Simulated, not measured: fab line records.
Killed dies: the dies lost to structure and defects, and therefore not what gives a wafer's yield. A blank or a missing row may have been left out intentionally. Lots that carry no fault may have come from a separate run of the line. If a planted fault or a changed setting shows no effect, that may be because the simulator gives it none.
Comparing a struck lot with a sound one :: flow nandHarc :: 14 steps out of a route of 1159
Sound: wafers L701.2, L701.3, L701.6. The struck wafers were L704.1, L704.2, L704.5. At the end, the cause is stated.
For every step that has rows: the tool of each side, followed by ch and its chambers, followed by its first start. Under that, the readings that differ: sound wafers :: struck wafers :: difference of the means :: sigmas: that difference in standard deviations of wafers without a fault.
alike: readings with means less than 2 such deviations apart, plus words and numbers identical on both sides. not compared: withheld readings, readings lacking a value on some wafer, bounds such as >300 that could conceal the same value, and numbers that have no deviation in the record and whose values overlap.
A row with sigmas, a row that says differs or no value, or rows on one side alone: a step with any of these is where the two part. Numbers that don't overlap but have no deviation are shown without sigmas and don't part them. A reading missing from all wafers of one side parts the sides only when that side holds two or more wafers.

NHARC_A_BLC_PVD_32: deposits Ti, target thk 5 nm, time 17.7 s.
  sound on pvdSputter-03; struck on pvdSputter-03
  alike: cathodeDcPowerW, throttleValvePct
NHARC_A_BLC_ALD_23: deposits TiN, target thk 3 nm, pulse time 1 s, ald cycles 150.
  sound on aldMetal-03 ch 0,1, day 17 16:42; struck on aldMetal-03 ch 2,3, day 18 23:41
  alike: heaterPowerW, precursorPulseHeightRel
NHARC_A_BLC_CVD_24: deposits W, target thk 150 nm, time 434 s.
  sound on cvdW-02 ch 0,1; struck on cvdW-02 ch 0,1
  alike: heaterPowerW, throttleValvePct
NHARC_A_BLC_CMP_25: polishes, t overpolish 30 s, target thk 150 nm.
  sound on cmp-04 ch 0,1,3, day 17 23:46; struck on cmp-02 ch 0,2,3, day 19 03:14
  alike: motorCurrentA, overpolishRunS, slurryFilterDpKPa, timeToEndpointS
then, 1 step without rows for these wafers: NHARC_A_BLC_SRD_27.
NHARC_A_BLC_INSPECT_28:
  sound on defectInspect-02, day 18 00:09; struck on defectInspect-02, day 19 03:35
  alike: rawDefectCount
then, 5 steps without rows for these wafers: NHARC_A_M0_DEP_00 (deposits SiOC, target thk 150 nm); NHARC_A_M0_DEHYDRATE_01 (time 120 s); NHARC_A_M0_HMDS_02 (time 30 s); NHARC_A_M0_COAT_33 (time 65 s); NHARC_A_M0_COAT_03 (resist thk 90 nm).
NHARC_A_M0_SOFTBAKE_04: time 55 s.
  sound on lithoTrack-06 ch 0, day 18 00:00; struck on lithoTrack-06 ch 0, day 19 04:00
reading: heaterPowerTotalW (W)
sound: 188.74 188.41 188.25
struck: 172.48 172.18 172.34
difference: -16.13
sigmas: -99 or more
  alike: plateTempC
then, 1 step without rows for these wafers: NHARC_A_M0_EBR_05.
NHARC_END_SORT_01:
  sound on prober-02 ch 0, day 19 19:34; struck on prober-01 ch 0, day 20 22:10
  alike: defectLimitedYield, killedAtArray, killedAtOther, killedAtPeriphery, killedDies, killedOpen, killedShort, sort_bin_2_pct, sort_bin_3_pct, sort_bin_4_pct, sortNPass, sortRimYieldPct, sortYieldPct

== WHERE THEY PART ==
Within this record, at NHARC_A_M0_SOFTBAKE_04 only. Later steps at which nothing parts them and some readings are alike: NHARC_END_SORT_01.

WHY: the cause the simulator had injected
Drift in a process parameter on lithoTrack-06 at NHARC_A_M0_SOFTBAKE_04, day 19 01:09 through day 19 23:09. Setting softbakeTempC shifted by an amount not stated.
